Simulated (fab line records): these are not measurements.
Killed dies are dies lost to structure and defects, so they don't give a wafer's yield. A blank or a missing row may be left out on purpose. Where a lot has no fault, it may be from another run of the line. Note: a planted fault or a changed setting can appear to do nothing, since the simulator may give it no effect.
Matching of chambers | flow nand-harc | 4 sister chambers for NHARC_A_STAIRCASE_ETCH_253 on rie-diel-03
The step etches the open film in C4F8/O2, target depth 50 nm, time 20.2 s. 7 wafers are shown with their chamber, then 7 later ones without.

## WAFERS, EACH WITH ITS CHAMBER
wafer  | chamber | rf-vpp-V (V) | oes-product-au (a.u.)
L085.4 | 2       | 904          | 0.986
L087.2 | 3       | 907          | 0.958
L087.5 | 3       | 906          | 0.954
L089.1 | 2       | 903          | 0.947
L089.5 | 1       | 905          | 0.940
L088.3 | 1       | 905          | 0.965
L088.4 | 0       | 887          | 0.962

## WAFERS MISSING THEIR CHAMBER
wafer  | rf-vpp-V (V) | oes-product-au (a.u.)
L088.5 | 903          | 0.950
L092.1 | 905          | 0.956
L092.4 | 905          | 0.935
L092.5 | 888          | 0.944
L091.2 | 905          | 0.960
L091.4 | 904          | 0.963
L091.5 | 906          | 0.959

## WHICH CHAMBER EACH ONE RAN IN
wafer  | from the rows above     | in truth
L088.5 | 2                       | 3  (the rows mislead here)
L092.1 | 1                       | 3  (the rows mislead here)
L092.4 | can't be placed: 1 or 3 | 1
L092.5 | 0                       | 0
L091.2 | 1                       | 1
L091.4 | can't be placed: 2 or 1 | 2
L091.5 | can't be placed: 3 or 1 | 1
2 of 7 placed correctly. Cannot be placed on the basis of these rows: 3; the candidates contain the true chamber in 3. Wrongly placed: 2.
How it was worked out, from the rows above alone: a wafer's distance from a chamber is the root of the sum, over the readings, of the square of ((its reading less the chamber's mean) divided by the reading's scatter). The wafer belongs to the nearest chamber; if the next one is less than 2 further off, it can't be placed. For every chamber, the mean is computed from those of its wafers that are shown. The scatter is the square root of a quotient: the sum, over the shown wafers, of each reading's squared deviation from its chamber's mean, divided by wafers minus chambers.
